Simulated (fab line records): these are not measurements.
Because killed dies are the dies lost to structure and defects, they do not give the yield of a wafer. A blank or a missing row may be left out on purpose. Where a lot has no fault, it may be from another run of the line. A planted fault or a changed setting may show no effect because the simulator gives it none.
What tool caused it? | flow n5-finfet | Sampling: 6 lots, 18 wafers, 4 of 1938 route steps

WHAT EACH GAUGE READ, for each wafer
N5_BEOL_M14_INSPECT_55: inspects for defects (darkfield).
lot  | measured     | on                | raw-defect-count
L959 | day 12 12:22 | defect-inspect-02 | 46 88 81
L964 | day 12 17:36 | defect-inspect-01 | 53 86 62
L963 | day 13 07:12 | defect-inspect-01 | 41 58 59
L967 | day 14 00:23 | defect-inspect-02 | 62 60 38
L972 | day 15 08:31 | defect-inspect-02 | 94 82 975
L978 | day 16 23:04 | defect-inspect-01 | 55 68 44

WHICH TOOL RAN EACH LOT (tool, then ch and the chambers of the sampled wafers, then the start)
lot  | N5_BEOL_M14_SPUTTER_45       | N5_BEOL_M14_ANNEAL_48            | N5_BEOL_M14_PRE_CLEAN_52
L959 | pvd-sputter-03, day 12 10:46 | rtp-anneal-02 ch 0, day 12 11:40 | pecvd-03 ch 0,1, day 12 12:15
L964 | pvd-sputter-02, day 12 16:32 | rtp-anneal-01 ch 0, day 12 16:51 | pecvd-02 ch 0,1,2, day 12 17:29
L963 | pvd-sputter-01, day 13 06:07 | rtp-anneal-02 ch 0, day 13 06:28 | pecvd-01 ch 0,2, day 13 07:04
L967 | pvd-sputter-02, day 13 23:14 | rtp-anneal-01 ch 0, day 13 23:42 | pecvd-02 ch 0,2, day 14 00:15
L972 | pvd-sputter-01, day 15 07:26 | rtp-anneal-02 ch 0, day 15 07:45 | pecvd-01 ch 0,1, day 15 08:23
L978 | pvd-sputter-02, day 16 22:00 | rtp-anneal-02 ch 0, day 16 22:19 | pecvd-03 ch 1,2, day 16 22:56
- N5_BEOL_M14_SPUTTER_45: material Cu, target thk 100 nm, time 16.67 s.
- N5_BEOL_M14_ANNEAL_48: time 90 s.
- N5_BEOL_M14_PRE_CLEAN_52: time 15 s.

THE ANSWER, worked out from the rows above alone
Rule: the usual values come from the lots themselves. The widest of any qualifying gaps counts: lots, ordered by their means at a reading, are off when they make up no more than a third of the lots, leave a main group of 4 or more, and stand apart from it by 3 or more times the standard deviation of that group's means. A main group whose means are all the same, to the digits that the tables above print for the reading, isn't used. Also off: a lot with no number at a reading for which 4 or more lots have one. The other lots that the step has rows for count as sound.
Off: L972, at N5_BEOL_M14_INSPECT_55 (raw-defect-count). The main group: mean 60, standard deviation 7.8.
A tool fits if, at a process step before that reading, it ran every lot that is off, and no sound lot after the first of them. Gauges at N5_BEOL_M14_INSPECT_55: tried the same way as those tools. Can't be told from this: 3 tools fit, pvd-sputter-01 at N5_BEOL_M14_SPUTTER_45, pecvd-01 at N5_BEOL_M14_PRE_CLEAN_52, defect-inspect-02 at N5_BEOL_M14_INSPECT_55.

WHAT WAS PUT IN BY THE SIMULATOR
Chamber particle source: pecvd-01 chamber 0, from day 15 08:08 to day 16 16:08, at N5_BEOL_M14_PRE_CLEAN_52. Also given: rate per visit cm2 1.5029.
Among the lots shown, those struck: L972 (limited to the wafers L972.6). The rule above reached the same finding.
